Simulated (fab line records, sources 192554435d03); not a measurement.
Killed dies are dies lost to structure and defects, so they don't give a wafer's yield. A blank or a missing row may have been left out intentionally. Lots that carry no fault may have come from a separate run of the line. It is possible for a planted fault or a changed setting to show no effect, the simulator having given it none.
Chamber matching ; flow n5_finfet ; N5_MOL_CONTACT_COAG_DESCUM_13 on rie_diel-04: 4 sister chambers
The step chemistry O2, time 7 s. 33 wafers are shown with their chamber, then 12 later ones without.

WAFERS WITH THEIR CHAMBER
wafer;chamber;throttle_valve_pct (%);drypump_motor_current_A (A);showerhead_plenum_p_Torr (Torr)
L074.2;1;20.31;6.2;2.07
L074.3;3;20.68;5.7;2.07
L074.4;2;20.46;5.9;2.06
L075.1;3;20.69;5.7;2.07
L075.3;0;20.34;5.5;2.01
L075.5;3;20.68;5.7;2.07
L078.3;2;20.51;5.8;2.06
L078.5;2;20.49;5.9;2.06
L078.6;1;20.32;6.1;2.06
L081.1;2;20.51;5.8;2.05
L081.2;1;20.33;6.1;2.06
L081.3;0;20.36;5.5;2.00
L082.1;0;20.38;5.5;2.00
L082.3;2;20.52;5.8;2.05
L082.6;3;20.71;5.6;2.07
L083.2;2;20.52;5.8;2.05
L083.5;3;20.70;5.6;2.07
L083.6;2;20.51;5.9;2.05
L084.3;1;20.33;6.1;2.06
L084.5;2;20.52;5.8;2.05
L084.6;1;20.34;6.1;2.06
L085.1;1;20.33;6.1;2.06
L085.2;3;20.71;5.6;2.06
L085.5;3;20.72;5.6;2.06
L087.2;1;20.34;6.2;2.06
L087.3;2;20.52;5.8;2.05
L087.4;0;20.40;5.5;2.00
L088.2;1;20.35;6.1;2.06
L088.5;3;20.74;5.7;2.06
L088.6;2;20.51;5.8;2.05
L090.1;0;20.38;5.5;2.00
L090.2;3;20.73;5.6;2.06
L090.3;1;20.35;6.1;2.06

SIGNATURES, as means of the wafers listed above
reading;chamber 0;chamber 1;chamber 2;chamber 3;scatter within a chamber
throttle_valve_pct;20.3720;20.3333;20.5070;20.7067;0.0188
drypump_motor_current_A;5.500;6.122;5.830;5.644;0.045
showerhead_plenum_p_Torr;2.0020;2.0611;2.0530;2.0656;0.00455
Rule: a wafer lies at a distance from a chamber equal to the root of the sum of squares, over the readings, of (its reading less the chamber's mean, divided by the reading's scatter). If the next closest chamber is less than 2 further off than the closest, the wafer can't be placed; otherwise it belongs to the closest. How the scatter is found: for the shown wafers, subtract from each reading the mean of its chamber, square and add these, divide the total by (wafers less chambers), then take the root.

WAFERS WITHOUT THEIR CHAMBER
wafer;throttle_valve_pct (%);drypump_motor_current_A (A);showerhead_plenum_p_Torr (Torr)
L091.2;20.73;5.7;2.06
L091.4;20.39;5.5;2.00
L091.5;20.39;5.5;2.00
L092.1;20.54;5.8;2.05
L092.4;20.39;5.5;2.00
L092.6;20.40;5.5;2.00
L094.1;20.41;5.5;2.00
L094.2;20.36;6.2;2.05
L094.5;20.35;6.1;2.06
L095.2;20.75;5.7;2.06
L095.3;20.37;6.1;2.05
L095.5;20.55;5.8;2.04

WHICH CHAMBER EACH ONE RAN IN
wafer;from the rows above;in truth
L091.2;3;3
L091.4;0;0
L091.5;0;0
L092.1;2;2
L092.4;0;0
L092.6;0;0
L094.1;0;0
L094.2;1;1
L094.5;1;1
L095.2;3;3
L095.3;1;1
L095.5;2;2
Placed correctly: 12 of 12. Not placeable from these rows: 0. Number placed wrongly: 0.
